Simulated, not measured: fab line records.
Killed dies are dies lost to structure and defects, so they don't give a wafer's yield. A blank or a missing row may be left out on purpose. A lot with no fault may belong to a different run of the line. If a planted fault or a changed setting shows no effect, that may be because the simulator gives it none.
A struck lot beside a sound one    flow nandHarc    39 out of 1302 route steps
Sound: wafers L626.1, L626.3, L626.4. Struck: wafers L641.1, L641.6 (left out: L641.5, a lot-mate that was not struck); the cause follows at the end.
Order at every step that has rows: each side's tool, ch and its chambers, its first start. Under that, the readings that differ: sound wafers    struck wafers    difference of the means    sigmas: that difference in standard deviations of wafers without a fault.
alike: words and numbers the same on both sides, and readings whose means are apart by under 2 such deviations; not compared: readings that were withheld, readings missing a value for some wafer, numbers with overlapping values and no deviation given by the record, and bounds like >300 which may hide the same value.
The two part at a step that has a row with sigmas, a row that says differs or no value, or rows on one side only. Numbers that don't overlap but have no deviation are shown without sigmas and don't part them. Lack of a reading on every wafer of one side parts them only where that side has two or more wafers.

first, 4 steps without rows for these wafers: NHARC_A_BONDPAD_EBR_05; NHARC_A_BONDPAD_EXPOSE_06 (exposes mask A BPAD); NHARC_A_BONDPAD_PEB_07 (peb time 80 s); NHARC_A_BONDPAD_DEVELOP_08 (time 50 s).
NHARC_A_BONDPAD_CD_MEAS_09: the cd target is 500 nm.
  sound on cdSem-01 ch 0, day 24 02:08; struck on cdSem-01 ch 0, day 30 06:02
  alike: cdNm
NHARC_A_BONDPAD_OVL_MEAS_35:
  sound: overlay-01 at day 24 02:13; struck: overlay-01 at day 30 06:07
  alike: overlayXNm, overlayYNm
then, 4 steps without rows for these wafers: NHARC_A_BONDPAD_HARDBAKE_10 (time 65 s); NHARC_A_BONDPAD_DESCUM_11 (chemistry O2, time 3 s); NHARC_A_BONDPAD_ETCH_34 (etches the open film in N2/H2, target depth 60 nm, overetch 18 nm, time 65.91 s); NHARC_A_BONDPAD_ETCH_12 (etches the open film in CHF3/O2, target depth 220 nm, time 110 s).
NHARC_A_BONDPAD_CD_MEAS_13:
  sound: cdSem-03 at day 24 02:40; struck: cdSem-03 at day 30 06:34
  alike: cdNm
then, 1 step without rows for these wafers: NHARC_A_BONDPAD_STRIP_15 (strips in O2).
NHARC_A_BONDPAD_ETCH_24: etches the open film in CF4/N2, target depth 30 nm, time 72.99 s.
  sound on rieDiel-12 ch 0,2,3, day 24 02:53; struck on rieDiel-12 ch 1, day 30 06:47
  alike: drypumpMotorCurrentA, oesProductAu, rfVppV, showerheadPlenumPTorr, throttleValvePct
  not compared: rfHoursCounterH
then, 1 step without rows for these wafers: NHARC_A_BONDPAD_STRIP_16 (strips in post etch residue remover, time 600 s).
NHARC_A_BONDPAD_DEGAS_25: time 60 s.
  sound: pvdSputter-01 at day 24 03:17; struck: pvdSputter-01 at day 30 07:11
  alike: heaterPowerW
NHARC_A_BONDPAD_PRE_CLEAN_26: time 30 s.
  sound on pvdSputter-01; struck on pvdSputter-01
  alike: heaterPowerW
NHARC_A_BONDPAD_PVD_17: deposits TaN, target thk 5 nm, time 8.06 s.
  sound on pvdSputter-01; struck on pvdSputter-01
  alike: cathodeDcPowerW, throttleValvePct
NHARC_A_BONDPAD_PVD_27: deposits Cu, target thk 30 nm, time 20.49 s.
  sound on pvdSputter-01; struck on pvdSputter-01
  alike: cathodeDcPowerW, throttleValvePct
then, 3 steps without rows for these wafers: NHARC_A_BONDPAD_ECD_18 (material Cu, target thk 400 nm); NHARC_A_BONDPAD_ANNEAL_28 (time 90 s); NHARC_A_BONDPAD_CMP_19 (polishes, t overpolish 30 s, cu recess touch 16 s, target thk 169.82 nm).
NHARC_A_BONDPAD_THK_MEAS_20: measures by xrf.
  sound: filmMetro-01 at day 24 04:41; struck: filmMetro-02 at day 30 08:35
  alike: thkNm
then, 6 steps without rows for these wafers: NHARC_A_BONDPAD_SRD_21 (time 30 s, dry time 20 s); NHARC_HYBRID_BOND_ACTIVATE_00 (chemistry N2, time 60 s); NHARC_HYBRID_BOND_PRECLEAN_01 (cleans in DIW, time 300 s); NHARC_HYBRID_BOND_SRD_02 (time 30 s, dry time 20 s); NHARC_HYBRID_BOND_BOND_03; NHARC_HYBRID_BOND_ANNEAL_04 (time 7200 s).
NHARC_HYBRID_BOND_OVL_MEAS_05:
  sound: overlay-02 at day 24 15:16; struck: overlay-02 at day 30 19:20
  alike: overlayXNm, overlayYNm
NHARC_THIN_TSV_GRIND_00:
  sound on grinder-01 ch 0, day 24 15:28; struck on grinder-01 ch 0, day 30 19:32
  alike: motorCurrentA
then, 1 step without rows for these wafers: NHARC_THIN_TSV_CMP_01 (polishes).
NHARC_THIN_TSV_THK_MEAS_02: measures by ir.
  sound: filmMetro-02 at day 24 16:58; struck: filmMetro-01 at day 30 21:01
  alike: thkNm
then, 6 steps without rows for these wafers: NHARC_THIN_TSV_SRD_03; NHARC_THIN_TSV_PRECLEAN_41 (cleans in SC1); NHARC_THIN_TSV_SRD_42; NHARC_THIN_TSV_DEP_43 (deposits SiO2, target thk 1328.5 nm); NHARC_THIN_TSV_DEHYDRATE_04 (time 120 s); NHARC_THIN_TSV_HMDS_05 (time 30 s).
NHARC_END_SORT_01:
  sound on prober-02 ch 0, day 25 09:08; struck on prober-02 ch 0, day 31 13:17
reading                 sound           struck     difference  sigmas
defectLimitedYield (%)  91.1 92.5 92.6  77.4 78.1  -14.3       -6
killedAtArray           59 49 46        153 143    +97         +6
killedDies              60 51 50        153 148    +97         +5
  alike: killedAtOther, killedAtPeriphery, killedOpen, killedShort

== WHERE THEY PART ==
Only at NHARC_END_SORT_01, as far as this record shows.

WHY: what the simulator had put in
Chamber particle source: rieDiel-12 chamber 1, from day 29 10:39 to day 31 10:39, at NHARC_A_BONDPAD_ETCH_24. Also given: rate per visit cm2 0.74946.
